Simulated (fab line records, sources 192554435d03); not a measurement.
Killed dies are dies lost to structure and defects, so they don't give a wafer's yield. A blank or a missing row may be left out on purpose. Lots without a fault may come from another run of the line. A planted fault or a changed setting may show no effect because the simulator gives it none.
Which tool did it? | flow n5_finfet | 6 lots, 16 wafers sampled, at 3 steps of a route of 1938

WHAT THE GAUGES READ, wafer by wafer
N5_BEOL_M10_INSPECT_58: inspects for defects (darkfield).
lot  | measured     | on                | raw_defect_count
L693 | day 10 10:55 | defect_inspect-02 | 49 42 51
L696 | day 11 04:16 | defect_inspect-02 | 36 73 89
L703 | day 12 11:01 | defect_inspect-02 | 59 63
L709 | day 14 08:39 | defect_inspect-01 | 78 47
L712 | day 16 22:14 | defect_inspect-01 | 47 72 94
L715 | day 17 17:43 | defect_inspect-01 | 94 54 114

WHICH TOOL RAN EACH LOT (tool, then ch and the chambers of the sampled wafers, then the start)
lot  | N5_BEOL_M10_DEGAS_44         | N5_BEOL_M10_SPUTTER_48
L693 | pvd_sputter-03, day 10 08:36 | pvd_sputter-03, day 10 09:26
L696 | pvd_sputter-03, day 11 02:25 | pvd_sputter-01, day 11 03:03
L703 | pvd_sputter-01, day 12 09:03 | pvd_sputter-03, day 12 09:53
L709 | pvd_sputter-03, day 14 07:00 | pvd_sputter-01, day 14 07:37
L712 | pvd_sputter-01, day 16 19:19 | pvd_sputter-03, day 16 20:16
L715 | pvd_sputter-03, day 17 15:55 | pvd_sputter-01, day 17 16:33
- N5_BEOL_M10_DEGAS_44: time 60 s.
- N5_BEOL_M10_SPUTTER_48: material Cu, target thk 12 nm, time 2 s.

THE ANSWER, worked out from the rows above alone
Rule: what is usual is taken from the lots themselves. Put in order of their means at a reading, lots are off if they are a third of the lots or fewer, leave a main group of 4 or more, and stand apart from it by a gap of 3 or more times the standard deviation of the main group's means; of several such gaps the widest counts. A main group whose means are all the same, to the digits that the tables above print for the reading, isn't used. A lot without any number at a reading at which 4 lots or more have one is off too. The other lots that the step has rows for count as sound.
No lot is off at any reading shown: from this, nothing can be told.

WHAT THE SIMULATOR HAD PUT IN
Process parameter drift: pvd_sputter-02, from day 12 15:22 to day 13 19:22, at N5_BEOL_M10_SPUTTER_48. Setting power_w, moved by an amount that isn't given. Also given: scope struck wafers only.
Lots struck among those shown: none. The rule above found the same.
